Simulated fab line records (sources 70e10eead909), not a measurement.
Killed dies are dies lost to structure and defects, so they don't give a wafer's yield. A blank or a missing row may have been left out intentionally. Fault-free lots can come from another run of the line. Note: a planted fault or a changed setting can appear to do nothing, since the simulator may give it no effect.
Chamber matching | flow nand_harc | rie_diel-04 running NHARC_A_STAIRCASE_DESCUM_252: 4 sister chambers
The step chemistry O2, time 3 s. 4 wafers are shown with their chamber, then 12 later ones without.

== WAFERS WITH THEIR CHAMBER ==
wafer  | chamber | drypump_motor_current_A (A)
L090.2 | 2       | 5.3
L091.2 | 0       | 6.3
L091.3 | 1       | 5.0
L091.6 | 3       | 5.2

== WAFERS WITHOUT THEIR CHAMBER ==
wafer  | drypump_motor_current_A (A)
L095.1 | 5.0
L095.2 | 5.2
L095.5 | 6.3
L094.1 | 5.3
L094.2 | 5.2
L094.5 | 6.3
L097.1 | 5.2
L097.3 | 5.0
L097.4 | 5.3
L097.2 | 6.2
L097.5 | 5.0
L097.6 | 5.3

== EACH ONE'S CHAMBER ==
wafer  | from the rows above | in truth
L095.1 | 1                   | 1
L095.2 | 3                   | 3
L095.5 | 0                   | 0
L094.1 | 2                   | 2
L094.2 | 3                   | 3
L094.5 | 0                   | 0
L097.1 | 3                   | 3
L097.3 | 1                   | 1
L097.4 | 2                   | 2
L097.2 | 0                   | 0
L097.5 | 1                   | 1
L097.6 | 2                   | 2
12 of 12 placed correctly. Not placeable from these rows: 0. Wrongly placed: 0.
How it was worked out, from the rows above alone: a wafer's distance from a chamber is the root of the sum, over the readings, of the square of ((its reading less the chamber's mean) divided by the reading's scatter). The wafer belongs to the nearest chamber; if the next one is less than 2 further off, it can't be placed. For every chamber, the mean is computed from those of its wafers that are shown. The scatter: root of mean squared gap, hidden wafer to nearest shown wafer, with one shown wafer a chamber.
